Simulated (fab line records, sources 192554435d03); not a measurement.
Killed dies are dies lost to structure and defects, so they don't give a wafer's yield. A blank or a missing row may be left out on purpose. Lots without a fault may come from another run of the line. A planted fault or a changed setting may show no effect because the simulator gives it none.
Split-lot experiment | flow n5_finfet | 7 lots, 21 wafers read, on a route of 1938 steps

THE SPLIT
At N5_BEOL_M8_DESCUM_33 (chemistry O2, time 7 s), the setting time_s was moved away from the recipe's 7 s on 7 of the 21 wafers read, by -12.7% to +20.6%. The other wafers ran this setting at the recipe's value.

The file shows no step between the split and the reading.

THE READING
CAR-EUV_of_BEOL_M8_COAT_22.thk_nm (the simulator's own value, which no gauge read), in nm, at N5_BEOL_M8_ETCH_72 (etches underlayer in N2/H2, target depth 6.5 nm, time 5.2 s). The file gives no usual value for it. The 14 wafers here that ran the recipe average 20.4 nm, standard deviation 0.12 nm.

wafer  | tool, chamber at the split | time_s as run, s | against the recipe | CAR-EUV_of_BEOL_M8_COAT_22.thk_nm, nm | against lot-mates on the recipe
L078.3 | rie_diel-02, 1             | 7.884            | +12.6%             | 20                                    | -0.5
L078.4 | rie_diel-02, 1,2           | 7                | recipe             | 20.6                                  | -
L078.5 | rie_diel-02, 1,2           | 7                | recipe             | 20.4                                  | -
L081.2 | rie_diel-05, 2,1           | 7                | recipe             | 20.4                                  | -
L081.4 | rie_diel-05, 2,1           | 7                | recipe             | 20.4                                  | -
L081.3 | rie_diel-05, 3             | 8.443            | +20.6%             | 19.6                                  | -0.8
L083.2 | rie_diel-01, 0             | 7.89             | +12.7%             | 19.8                                  | -0.6
L083.3 | rie_diel-01, 3             | 7                | recipe             | 20.4                                  | -
L083.5 | rie_diel-01, 3             | 7                | recipe             | 20.4                                  | -
L087.3 | rie_diel-01, 0,3           | 7                | recipe             | 20.2                                  | -
L087.4 | rie_diel-01, 2             | 7                | recipe             | 20.4                                  | -
L087.5 | rie_diel-01, 0,3           | 7                | recipe             | 20.4                                  | -
L092.1 | rie_diel-02, 1             | 6.11             | -12.7%             | 21                                    | +0.6
L092.4 | rie_diel-02, 2             | 6.11             | -12.7%             | 21                                    | +0.6
L092.3 | rie_diel-02, 3             | 7                | recipe             | 20.4                                  | -
L096.2 | rie_diel-02, 1,2           | 7                | recipe             | 20.6                                  | -
L096.5 | rie_diel-02, 1,2           | 7                | recipe             | 20.4                                  | -
L096.6 | rie_diel-02, 3             | 7                | recipe             | 20.2                                  | -
L097.1 | rie_diel-05, 2,1           | 6.577            | -6.0%              | 20.4                                  | +0.2
L097.6 | rie_diel-05, 2,1           | 6.577            | -6.0%              | 20.4                                  | +0.2
L097.2 | rie_diel-05, 0             | 7                | recipe             | 20.2                                  | -
Where a row lists several chambers, the file gives one row for several wafers and doesn't say which wafer went through which chamber.

THE FIT
A straight line over all 21 wafers: CAR-EUV_of_BEOL_M8_COAT_22.thk_nm changes by -0.0387 nm for each +1% of time_s; r = -0.91; the points scatter about the line by 0.13 nm.
The same after taking each lot's own level away (the mean of its wafers on the recipe; 21 wafers): -0.0421 nm for each +1%; r = -0.96; scatter 0.089 nm.
On that fit, the largest move of time_s shifts the reading by 0.87 nm.
The lots' own levels span 20.20 to 20.50 nm, that is 2.5 times the standard deviation above.
So the lot-to-lot level changes the slope little: the two slopes agree.
Check: with one of the wafers moved furthest among these (+20.6%) left out of the fit, the line predicts -0.911 nm for it against its lot-mates. It came out at -0.8 nm against them.

OTHER SPLITS ON THESE WAFERS
These wafers also went through other splits before the reading. Each is held against what the fit with the lots' levels taken away leaves over:
other split on the same wafers     | wafers away from the commonest value | r with CAR-EUV_of_BEOL_M8_COAT_22.thk_nm (lot level and that fit taken away)
N5_BEOL_M4_TRENCH_ETCH_37 source_w | 8                                    | +0.15
N5_BEOL_M5_COAT_74 spin_rpm        | 11                                   | +0.04
N5_BEOL_M5_COAT_22 spin_rpm        | 10                                   | +0.17
N5_BEOL_M5_TRENCH_ETCH_37 time_s   | 13                                   | -0.04
N5_BEOL_M6_VIA_ETCH_34 time_s      | 4                                    | +0.01
N5_BEOL_M7_COAT_71 spin_rpm        | 3                                    | -0.01

THE WHOLE CHAIN: every reading that the file lists as answering this split, in the file's order
step                 | what it does                                                | reading                                                                            | change (the file's fit)                | r (the file's)
N5_BEOL_M8_DESCUM_33 | chemistry O2, time 7 s                                      | CAR-EUV_of_BEOL_M8_COAT_22.thk_nm (the simulator's own value, which no gauge read) | -0.0362 nm for each +1% of the setting | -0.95
N5_BEOL_M8_ETCH_72   | etches underlayer in N2/H2, target depth 6.5 nm, time 5.2 s | CAR-EUV_of_BEOL_M8_COAT_22.thk_nm (the simulator's own value, which no gauge read) | -0.0416 nm for each +1% of the setting | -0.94

THE FILE'S OWN FIT
CAR-EUV_of_BEOL_M8_COAT_22.thk_nm changes by -0.0416 nm for each +1% of time_s, r = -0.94.
